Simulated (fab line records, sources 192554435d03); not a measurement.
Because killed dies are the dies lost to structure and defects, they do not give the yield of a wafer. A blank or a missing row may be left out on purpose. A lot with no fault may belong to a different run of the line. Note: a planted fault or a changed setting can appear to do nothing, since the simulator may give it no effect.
A struck lot beside a sound one || flow n5 finfet || 23 steps out of a route of 1938
Sound: these wafers, L478.2, L478.3, L478.4. The struck wafers were L483.1, L483.4, L483.6. The cause is named last.
Each step with rows lists, per side, the tool, then ch with its chambers, then its first start. Under that, the readings that differ: sound wafers || struck wafers || difference of the means || sigmas: that difference in standard deviations of wafers without a fault.
alike: words and numbers the same on both sides, and readings whose means are apart by under 2 such deviations; not compared: readings that were withheld, readings missing a value for some wafer, numbers with overlapping values and no deviation given by the record, and bounds like >300 which may hide the same value.
A row with sigmas, a row that says differs or no value, or rows on one side alone: a step with any of these is where the two part. When numbers do not overlap yet have no deviation, they are printed without sigmas and do not part them. A reading missing from all wafers of one side parts the sides only when that side holds two or more wafers.

first, 11 steps without rows for these wafers: N5_WELL_APT_OXIDE_STRIP_42 (strips SiO2 in dHF, time 45 s, target depth 12 nm); N5_WELL_APT_PRECLEAN_36 (cleans in O3/DIW, time 45 s); N5_WELL_APT_PRECLEAN_39 (cleans in dHF, time 60 s); N5_WELL_APT_SRD_37 (time 30 s); N5_WELL_APT_EPI_41 (deposits Si from SiH4/H2, target thk 50 nm, time 297.7 s); N5_PMOS_HMC_CHANNEL_EPI_HM_DEP_34 (deposits SiO2 from TEOS/O2, target thk 36 nm, time 6.9 s); N5_PMOS_HMC_CHANNEL_EPI_COAT_31 (time 60 s, resist thk 66 nm); N5_PMOS_HMC_CHANNEL_EPI_COAT_03 (resist thk 205 nm); N5_PMOS_HMC_CHANNEL_EPI_EBR_05; N5_PMOS_HMC_CHANNEL_EPI_SOFTBAKE_04 (time 60 s); N5_PMOS_HMC_CHANNEL_EPI_EXPOSE_06 (exposes mask PMOS HMC BLK, target cd 240 nm).
N5_PMOS_HMC_CHANNEL_EPI_PEB_07: peb time 60 s.
  sound on litho track-03 ch 0, day 4 17:23; struck on litho track-03 ch 0, day 5 23:26
{"reading": "heater power total W (W)", "sound": "177.3 173.2 173.0", "struck": "183.1 183.1 183.6", "difference": "+8.8", "sigmas": "+5"}
{"reading": "plate temp C (C)", "sound": "110.11 110.21 110.11", "struck": "113.01 112.96 112.97", "difference": "+2.84", "sigmas": "+26"}
then, 1 step without rows for these wafers: N5_PMOS_HMC_CHANNEL_EPI_DEVELOP_08 (develop time 30 s).
N5_PMOS_HMC_CHANNEL_EPI_CD_MEAS_09 targets a cd of 237.4 nm.
  sound on cd sem-03 ch 0, day 4 17:27; struck on cd sem-03 ch 0, day 5 23:30
{"reading": "cd nm (nm)", "sound": "236.1 236.1 236.9", "struck": "246.5 247.9 246.5", "difference": "+10.6", "sigmas": "+12"}
N5_PMOS_HMC_CHANNEL_EPI_DESCUM_14: chemistry O2, time 7.9 s.
  sound on rie diel-01 ch 0,1,2, day 4 17:32; struck on rie diel-02 ch 1,2,3, day 5 23:37
{"reading": "model.PMOS_HMC_CHANNEL_EPI.cd nm (nm)", "sound": "235.9 236 236.5", "struck": "246.7 247.5 246.6", "difference": "+10.8", "sigmas": ""}
  alike: drypump motor current A, o2 flow sccm, oes product au, rf vpp V, showerhead plenum p Torr, throttle valve pct
  not compared: rf hours counter h
then, 5 steps without rows for these wafers: N5_PMOS_HMC_CHANNEL_EPI_ETCH_32 (etches BARC in N2/H2, stops on SiO2, target depth 85.8 nm, time 50.3 s); N5_PMOS_HMC_CHANNEL_EPI_HM_OPEN_15 (chemistry CHF3/O2, target SiO2, target depth 40.6 nm, time 20.3 s); N5_PMOS_HMC_CHANNEL_EPI_STRIP_33 (strips in N2/H2); N5_PMOS_HMC_CHANNEL_EPI_STRIP_17 (strips in SPM, time 750 s); N5_PMOS_HMC_CHANNEL_EPI_ETCH_38 (etches SiO2 in CF4, target depth 1.5 nm).
N5_PMOS_HMC_CHANNEL_EPI_FIN_RECESS_16: chemistry HBr/Cl2, target Si, target depth 54 nm, time 18 s.
  sound on rie si-04 ch 1,2,3, day 4 18:01; struck on rie si-04 ch 0,1, day 6 00:04
{"reading": "model.PMOS_HMC_CHANNEL_EPI.cd nm (nm)", "sound": "239 239.1 240", "struck": "249.2 250.7 249.3", "difference": "+10.4", "sigmas": ""}
  alike: drypump motor current A, oes product au, throttle valve pct
  not compared: rf hours counter h
then, 1 step without rows for these wafers: N5_PMOS_HMC_CHANNEL_EPI_PRECLEAN_36 (cleans in O3/DIW, time 45 s).
-- the record jumps here: 7 days lie between the struck wafers' starts before and after (it left off in module PMOS_HMC_CHANNEL_EPI and takes up again in module BEOL_M4, whose first step shown is number 1111 of the route) --
N5_BEOL_M4_RC_MEAS_101:
  sound on prober-02 ch 0, day 11 05:46; struck on prober-02 ch 0, day 12 12:32
  alike: DIBL_N, DIBL_P, IOFF_N, IOFF_P, ION_N, ION_P, SS_N, SS_P, VT_N, VT_P

== WHERE THEY PART ==
At N5_PMOS_HMC_CHANNEL_EPI_PEB_07 first; at N5_PMOS_HMC_CHANNEL_EPI_CD_MEAS_09 last (within this record only). Later steps at which nothing parts them and some readings are alike: N5_PMOS_HMC_CHANNEL_EPI_DESCUM_14, N5_PMOS_HMC_CHANNEL_EPI_FIN_RECESS_16, N5_BEOL_M4_RC_MEAS_101.

WHY: the cause the simulator had injected
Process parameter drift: litho track-03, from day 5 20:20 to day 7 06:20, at N5_PMOS_HMC_CHANNEL_EPI_PEB_07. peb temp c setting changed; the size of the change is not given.
